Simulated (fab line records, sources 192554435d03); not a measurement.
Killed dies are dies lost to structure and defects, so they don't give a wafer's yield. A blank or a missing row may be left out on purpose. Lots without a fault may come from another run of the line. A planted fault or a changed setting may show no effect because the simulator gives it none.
Problem report in the 8D (eight disciplines) form, filled by code | flow n5_finfet | the parts of the form that need people (team, actions taken, sign-off) are left out

1. THE PROBLEM
spin_speed_rpm at N5_BEOL_M7_COAT_60 reads a mean of 1400.1 rpm on 6 wafers of 2 lots; wafers without a fault read 1500.0 rpm with a standard deviation of 1.1. That is -91 standard deviations from the usual mean.
The step: time 60 s, resist thk 35 nm.
First seen on wafer L177.1, day 11 16:13, on litho_track-03. The record holds 12 wafers of 4 lots with a number at this step. Rule for "out", or "out of limits": more than 4 standard deviations from the usual mean. The other wafers with a number count as sound.

2. WHAT IT IS AND WHAT IT IS NOT
question                    | is                     | is not
which readings at this step | spin_speed_rpm         | -
which lots                  | L177, L178             | L171, L187
which wafers of those lots  | all that have a number | -
read on which tools         | litho_track-03         | litho_track-04
when                        | from day 11 16:13      | up to then (3 sound wafers); but 3 sound wafers of L187 came after

3. SUSPECTS, AND WHAT RULES EACH OUT
Counting: a tool at a process step up to the reading stays a suspect if it ran every lot that is out and no sound lot after the first of them.
- litho_track-03 at N5_BEOL_M7_COAT_60 (time 60 s, resist thk 35 nm): kept. It ran every lot that is out, first L177 (day 11 16:13), and no sound lot after that; its last sound lot up to then is L171 (day 10 10:39). Its own readings are out on those wafers: spin_speed_rpm.
Left after counting: litho_track-03 at N5_BEOL_M7_COAT_60.

4. THE CAUSE (what the simulator had put in)
Process parameter drift: litho_track-03, from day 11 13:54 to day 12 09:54, at N5_BEOL_M7_COAT_60. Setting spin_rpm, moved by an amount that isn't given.
Counting left only this tool.

5. THE CHAIN OF EFFECTS, in route order
Each row: a reading whose mean over the struck wafers that have a number lies more than 3 standard deviations from the usual. Only readings for which the record gives a usual standard deviation are gone through. hours: the time from each lot's start at the first step in this table that gives one to its start at this step, as a median over the lots. sigmas: the change in usual standard deviations.
hours | step               | reading        | usual      | on struck wafers | change | sigmas
0     | N5_BEOL_M7_COAT_60 | spin_speed_rpm | 1500.0 rpm | 1400.1           | -99.9  | -91
The process steps in it:
- N5_BEOL_M7_COAT_60: time 60 s, resist thk 35 nm.

6. WHAT WOULD HAVE CAUGHT IT SOONER
In this record the first reading out of limits was taken at day 11 16:13, 2 hours after the fault began at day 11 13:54.
